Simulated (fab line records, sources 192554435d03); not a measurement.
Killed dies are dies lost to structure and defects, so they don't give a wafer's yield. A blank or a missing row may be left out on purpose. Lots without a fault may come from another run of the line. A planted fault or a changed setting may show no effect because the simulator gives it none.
Chamber matching | flow n5_finfet | N5_BEOL_M2_ETCH_64 on rie_diel-05: 4 sister chambers
The step etches SOC in N2/H2, target depth 75 nm, overetch 22.5 nm, time 121.9 s. 14 wafers are shown with their chamber, then 7 later ones without.

WAFERS WITH THEIR CHAMBER
wafer  | chamber | throttle_valve_pct (%) | showerhead_plenum_p_Torr (Torr) | rf_vpp_V (V)
L074.1 | 3       | 17.5                   | 2.48                            | 522.0
L074.4 | 0       | 17.7                   | 2.61                            | 525.5
L074.6 | 3       | 17.5                   | 2.48                            | 520.5
L077.4 | 1       | 18.1                   | 2.64                            | 525.7
L077.5 | 0       | 17.7                   | 2.60                            | 525.4
L077.6 | 1       | 18.1                   | 2.64                            | 526.7
L081.3 | 3       | 17.5                   | 2.48                            | 522.5
L081.5 | 1       | 18.1                   | 2.64                            | 526.1
L081.6 | 2       | 17.6                   | 2.59                            | 524.6
L084.1 | 1       | 18.1                   | 2.63                            | 526.2
L084.3 | 0       | 17.7                   | 2.60                            | 526.2
L084.4 | 2       | 17.6                   | 2.58                            | 524.9
L086.1 | 3       | 17.6                   | 2.47                            | 521.9
L086.2 | 0       | 17.7                   | 2.60                            | 525.1

SIGNATURES (means of the wafers above)
reading                  | chamber 0 | chamber 1 | chamber 2 | chamber 3 | scatter within a chamber
throttle_valve_pct       | 17.700    | 18.100    | 17.600    | 17.525    | 0.0274
showerhead_plenum_p_Torr | 2.6025    | 2.6375    | 2.5850    | 2.4775    | 0.00524
rf_vpp_V                 | 525.550   | 526.175   | 524.750   | 521.725   | 0.584
Rule: a wafer's distance from a chamber is the root of the sum, over the readings, of the square of ((its reading less the chamber's mean) divided by the reading's scatter). The wafer belongs to the nearest chamber; if the next one is less than 2 further off, it can't be placed. The scatter: the root of (the sum of the squares of (reading less its chamber's mean) over the shown wafers, divided by (wafers less chambers)).

WAFERS WITHOUT THEIR CHAMBER
wafer  | throttle_valve_pct (%) | showerhead_plenum_p_Torr (Torr) | rf_vpp_V (V)
L086.3 | 17.6                   | 2.58                            | 524.9
L087.2 | 17.7                   | 2.60                            | 525.4
L087.4 | 17.6                   | 2.47                            | 522.2
L087.6 | 17.7                   | 2.60                            | 524.7
L094.2 | 17.7                   | 2.57                            | 524.0
L094.5 | 18.2                   | 2.62                            | 524.7
L094.6 | 17.6                   | 2.57                            | 524.7

WHICH CHAMBER EACH WENT THROUGH
wafer  | from the rows above     | in truth
L086.3 | 2                       | 2
L087.2 | 0                       | 0
L087.4 | 3                       | 3
L087.6 | 0                       | 0
L094.2 | can't be placed: 2 or 0 | 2
L094.5 | 1                       | 1
L094.6 | 2                       | 2
Placed correctly: 6 of 7. Can't be placed from these rows: 1 (the true chamber is among the candidates in 1). Placed wrongly: 0.
